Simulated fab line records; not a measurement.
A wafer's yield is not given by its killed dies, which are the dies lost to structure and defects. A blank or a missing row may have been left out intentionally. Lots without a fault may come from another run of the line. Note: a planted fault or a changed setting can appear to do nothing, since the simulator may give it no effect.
Which of the tools did it?	flow n5-finfet	28 wafers from 10 lots sampled at 6 of the route's 1938 steps

WHAT THE GAUGES SHOWED, per wafer
N5_BEOL_M1_THK_MEAS_53: measures by xrf. Usual: M1_THK 40.2 nm, standard deviation 1.7.
lot	measured	on	M1_THK (nm)	flag
L218	day 7 03:14	film-metro-01	42.1 37.6 41.6	
L217	day 7 03:22	film-metro-01	38.1 38.7 38.2	
L223	day 8 07:31	film-metro-01	40.6 39.1 42.7	
L224	day 8 15:57	film-metro-01	42.3 38.5 40.5	
L225	day 9 01:55	film-metro-01	39.1 42.7 41.2	
L232	day 10 16:25	film-metro-02	41.2 41.7 40.6	
L233	day 10 23:01	film-metro-01	39.2 39.6 40.1	
L234	day 11 02:07	film-metro-02	40.8 42.6	
L237	day 11 22:02	film-metro-02	40.7 41.0	
L236	day 11 23:10	film-metro-02	39.1 40.0 37.6	

N5_BEOL_M4_RC_MEAS_101. Usual: DIBL_N 37.1 mV/V, standard deviation 1.9; DIBL_P 37.2 mV/V, standard deviation 2.3; IOFF_N 0.18 nA/um, standard deviation 0.04; IOFF_P 0.23 nA/um, standard deviation 0.044; ION_N 682 uA/um, standard deviation 11; ION_P 468 uA/um, standard deviation 8.6; SS_N 71.9 mV/dec, standard deviation 0.68; SS_P 73.5 mV/dec, standard deviation 0.74; VT_N 248 mV, standard deviation 3.4; VT_P -248 mV, standard deviation 3.4.
lot	measured	on	DIBL_N (mV/V)	DIBL_P (mV/V)	IOFF_N (nA/um)	IOFF_P (nA/um)	ION_N (uA/um)	ION_P (uA/um)	SS_N (mV/dec)	SS_P (mV/dec)	VT_N (mV)	VT_P (mV)	flag
L218	day 8 19:58	prober-02	38.1 35.6 35.8	37.6 34.7 34.2	0.21 0.15 0.16	0.31 0.24 0.24	687 673 680	479 473 473	72.3 71.4 70.9	74.1 73.8 73.1	246 248 247	-240 -245 -246	
L217	day 8 23:04	prober-02	33.6 35.1 34.7	34.6 36.4 36.5	0.13 0.16 0.15	0.19 0.22 0.22	662 683 676	461 468 475	71.1 71.5 71.6	73.4 74.3 73.2	254 251 252	-249 -245 -249	
L223	day 9 20:41	prober-01	35.0 37.0 37.2	34.4 37.8 37.1	0.14 0.20 0.19	0.19 0.26 0.23	672 694 679	466 481 466	71.7 71.6 72.2	72.6 73.7 73.2	250 244 244	-251 -244 -249	
L224	day 10 00:47	prober-02	35.6 36.6 37.1	34.3 35.9 36.2	0.13 0.17 0.17	0.16 0.19 0.20	683 696 693	460 481 474	71.8 71.9 71.8	72.7 72.9 73.7	252 249 248	-254 -253 -252	
L225	day 10 10:13	prober-01	36.6 34.3 34.6	38.5 37.1 35.9	0.17 0.14 0.14	0.20 0.18 0.17	685 676 675	461 461 456	71.6 70.7 71.0	74.0 73.0 72.0	249 254 251	-254 -251 -255	
L232	day 12 01:38	prober-02	38.1 37.3 37.4	37.8 37.4 37.3	0.16 0.18 0.16	0.21 0.22 0.21	685 687 676	469 471 470	71.9 72.5 72.7	73.6 73.9 72.8	250 247 251	-252 -251 -251	
L233	day 12 16:45	prober-01	38.3 40.2 40.9	37.5 38.8 40.6	0.19 0.24 0.25	0.26 0.30 0.33	698 688 693	484 465 476	71.2 72.5 72.6	74.0 74.3 73.9	245 244 244	-244 -245 -244	
L234	day 12 12:32	prober-01	36.9 37.8	35.7 35.7	0.17 0.19	0.18 0.19	666 670	444 452	73.2 73.0	73.4 73.2	250 251	-256 -253	
L237	day 13 06:49	prober-01	36.3 32.8	37.3 33.6	0.19 0.13	0.26 0.20	689 652	471 457	72.2 71.2	73.4 71.7	246 253	-245 -250	
L236	day 13 07:31	prober-02	35.7 40.3 36.5	36.0 39.2 36.0	0.16 0.23 0.16	0.20 0.24 0.20	685 684 685	469 461 468	70.9 72.7 71.6	73.0 74.4 73.3	248 245 249	-250 -252 -253	

WHICH TOOL RAN EACH LOT (tool, then ch and the chambers of the sampled wafers, then the start)
lot	N5_BEOL_M1_SPUTTER_86	N5_BEOL_M1_SPUTTER_96	N5_BEOL_M1_ECD_50	N5_BEOL_M1_CMP_52
L218	pvd-sputter-02, day 7 01:20	pvd-sputter-02, day 7 02:26	ecd-cu-01 ch 0,1, day 7 02:32	cmp-02 ch 0,1,2, day 7 02:56
L217	pvd-sputter-01, day 7 01:29	pvd-sputter-01, day 7 02:35	ecd-cu-02 ch 0,1, day 7 02:42	cmp-04 ch 0,2,3, day 7 03:04
L223	pvd-sputter-02, day 8 05:37	pvd-sputter-02, day 8 06:43	ecd-cu-01 ch 0,1, day 8 06:50	cmp-02 ch 0,1,3, day 8 07:13
L224	pvd-sputter-01, day 8 14:04	pvd-sputter-01, day 8 15:10	ecd-cu-01 ch 0,1, day 8 15:17	cmp-04 ch 1,2, day 8 15:39
L225	pvd-sputter-03, day 9 00:01	pvd-sputter-03, day 9 01:07	ecd-cu-01 ch 0,1, day 9 01:14	cmp-03 ch 2,3, day 9 01:37
L232	pvd-sputter-03, day 10 14:31	pvd-sputter-03, day 10 15:37	ecd-cu-02 ch 1, day 10 15:44	cmp-04 ch 0,1,2, day 10 16:07
L233	pvd-sputter-02, day 10 20:59	pvd-sputter-02, day 10 22:05	ecd-cu-02 ch 0,1, day 10 22:13	cmp-04 ch 0,1, day 10 22:45
L234	pvd-sputter-03, day 11 00:13	pvd-sputter-03, day 11 01:19	ecd-cu-02 ch 0,1, day 11 01:26	cmp-03 ch 2,3, day 11 01:49
L237	pvd-sputter-03, day 11 19:46	pvd-sputter-03, day 11 20:52	ecd-cu-01 ch 0,1, day 11 20:59	cmp-03 ch 1,3, day 11 21:51
L236	pvd-sputter-02, day 11 20:53	pvd-sputter-02, day 11 21:59	ecd-cu-02 ch 0,1, day 11 22:08	cmp-04 ch 0,1,2, day 11 22:56
- N5_BEOL_M1_SPUTTER_86: material Cu, target thk 4.5 nm, time 8.29 s.
- N5_BEOL_M1_SPUTTER_96: material Cu, target thk 4.5 nm, time 8.29 s.
- N5_BEOL_M1_ECD_50: material Cu, target thk 300 nm.
- N5_BEOL_M1_CMP_52: polishes, stops on SiOC, t overpolish 6.8 s, target thk 40 nm.

WHAT THE TOOLS THEMSELVES READ (means of the sampled wafers that have a number; where no wafer has one, the mark that the record gives instead)
N5_BEOL_M1_SPUTTER_86. Usual: throttle-valve-pct at 30.1 %, with a standard deviation of 1.5.
lot	tool	throttle-valve-pct (%)	flag
L218	pvd-sputter-02	29.8	
L217	pvd-sputter-01	29.6	
L223	pvd-sputter-02	31.3	
L224	pvd-sputter-01	29.1	
L225	pvd-sputter-03	29.8	
L232	pvd-sputter-03	30.7	
L233	pvd-sputter-02	28.9	
L234	pvd-sputter-03	30.3	
L237	pvd-sputter-03	30.5	
L236	pvd-sputter-02	28.3	

N5_BEOL_M1_SPUTTER_96. Usual: throttle-valve-pct at 30.1 %, with a standard deviation of 1.6.
lot	tool	throttle-valve-pct (%)	flag
L218	pvd-sputter-02	29.7	
L217	pvd-sputter-01	29.6	
L223	pvd-sputter-02	31.2	
L224	pvd-sputter-01	29.2	
L225	pvd-sputter-03	30.0	
L232	pvd-sputter-03	30.8	
L233	pvd-sputter-02	29.0	
L234	pvd-sputter-03	30.4	
L237	pvd-sputter-03	30.4	
L236	pvd-sputter-02	28.4	

N5_BEOL_M1_CMP_52. Usual: edge-zone-pressure-frac 1.000, standard deviation 0.0049; motor-current-A 6.0 A, standard deviation 0.55; platen-rpm 50.00 rpm, standard deviation 0.031; time-to-endpoint-s 63.6 s, standard deviation 2.8.
lot	tool	edge-zone-pressure-frac	motor-current-A (A)	platen-rpm (rpm)	time-to-endpoint-s (s)	flag
L218	cmp-02	1.005	6.1	50.00	62.3	
L217	cmp-04	1.006	5.5	50.00	64.3	
L223	cmp-02	0.998	6.1	50.01	54.1	OFF
L224	cmp-04	1.002	5.7	49.99	49.9	OFF
L225	cmp-03	1.000	6.4	49.98	53.4	OFF
L232	cmp-04	0.995	5.4	49.98	63.3	
L233	cmp-04	0.998	5.4	50.01	64.8	
L234	cmp-03	0.999	6.6	50.02	59.9	
L237	cmp-03	1.001	6.3	49.97	60.7	
L236	cmp-04	0.998	5.6	50.04	64.6	

THE ANSWER, worked out from the rows above alone
Rule: lot off if the mean of its wafers having a number is beyond 3 standard deviations from the usual mean. Also off: a lot with no number at a reading for which 4 or more lots have one. Where the step has rows for the other lots, those lots are counted as sound. The gauges are gone through in route order, then the tools' own readings, and for those a lot's mean is taken as printed above. The first step at which some lot is off is used, and at that step the reading that is off furthest; a lot without a number counts as furthest.
Off: L223, L224, L225, at N5_BEOL_M1_CMP_52 (time-to-endpoint-s).
A tool fits if, at that step or a process step before it, it ran every lot that is off, and no sound lot after the first of them. None of those tried fits.

WHAT WAS PUT IN BY THE SIMULATOR
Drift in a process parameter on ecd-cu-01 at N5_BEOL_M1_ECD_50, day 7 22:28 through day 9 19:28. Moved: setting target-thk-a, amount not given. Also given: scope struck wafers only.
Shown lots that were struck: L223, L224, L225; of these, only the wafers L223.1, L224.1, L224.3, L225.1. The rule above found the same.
